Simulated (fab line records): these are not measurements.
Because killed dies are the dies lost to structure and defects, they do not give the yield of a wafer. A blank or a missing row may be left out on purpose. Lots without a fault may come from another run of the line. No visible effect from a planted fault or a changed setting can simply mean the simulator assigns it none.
Code-filled problem report in 8D (eight disciplines) form | flow n5Finfet | the parts of the form that need people (team, actions taken, sign-off) are left out

== 1. PROBLEM STATEMENT ==
Mean of rfFwdPowerW at N5_BEOL_M7_ETCH_41: 298.0 W across 6 wafers in 2 lots; on wafers with no fault it is 391.8 W (standard deviation 1.4). That puts it -67 standard deviations away from the usual mean.
The step: etches SiCN in CH3F/O2, target depth 31.9 nm, time 57.8 s.
First seen on wafer L708.1, day 12 05:07, on rieDiel-05. At this step, 33 wafers from 11 lots have a number in the record. Rule for "out", or "out of limits": more than 4 standard deviations from the usual mean. Any other wafer with a number is counted as sound.

== 2. WHAT IT IS AND WHAT IT IS NOT ==
question                    | is                     | is not
which readings at this step | rfFwdPowerW, rfVppV    | drypumpMotorCurrentA, oesProductAu, throttleValvePct
which lots                  | L708, L709             | L699, L700, L704, L717, L718, L719, L720, L721, L722
which wafers of those lots  | all that have a number | -
read on which tools         | rieDiel-05             | rieDiel-01, rieDiel-04
when                        | from day 12 05:07      | up to then (9 sound wafers); but 18 sound wafers of L717, L718, L719, L720, L721, L722 came after

== 3. WHAT RULES OUT EACH SUSPECT ==
Counting: any tool at a process step up to the reading is kept as a suspect provided that every lot that is out went through it and no sound lot did after the first of them.
- rieDiel-05 at N5_BEOL_M7_ETCH_41 (etches SiCN in CH3F/O2, target depth 31.9 nm, time 57.8 s): kept. It ran every lot that is out, first L708 (day 12 05:07), and no sound lot after that; its last sound lot up to then is L700 (day 9 19:16). On those wafers its own readings are out: rfFwdPowerW, rfVppV.
The count leaves rieDiel-05 at N5_BEOL_M7_ETCH_41.

== 4. THE CAUSE (what the simulator had put in) ==
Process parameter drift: rieDiel-05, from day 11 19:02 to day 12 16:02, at N5_BEOL_M7_ETCH_41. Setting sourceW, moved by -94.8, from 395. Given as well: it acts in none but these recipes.
The count eliminated every tool but this one.

== 5. THE EFFECT CHAIN, in route order ==
One row per reading whose mean, taken over the struck wafers that have a number, lies over 3 standard deviations from the usual. Only readings whose record carries a usual standard deviation are examined. hours: median over the lots of the time between each lot's start at the first step of this table that gives one and its start at this step. sigmas: the change, counted in usual standard deviations.
hours | step               | reading     | usual   | on struck wafers | change | sigmas
0     | N5_BEOL_M7_ETCH_41 | rfFwdPowerW | 391.8 W | 298.0            | -93.8  | -67
0     | N5_BEOL_M7_ETCH_41 | rfVppV      | 297.4 V | 325.4            | +28.0  | +20
It contains these process steps:
- N5_BEOL_M7_ETCH_41: etches SiCN in CH3F/O2, target depth 31.9 nm, time 57.8 s.

== 6. WHAT WOULD HAVE CAUGHT IT SOONER ==
10 hours passed between the start of the fault at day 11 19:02 and the first reading out of limits in this record, taken at day 12 05:07.
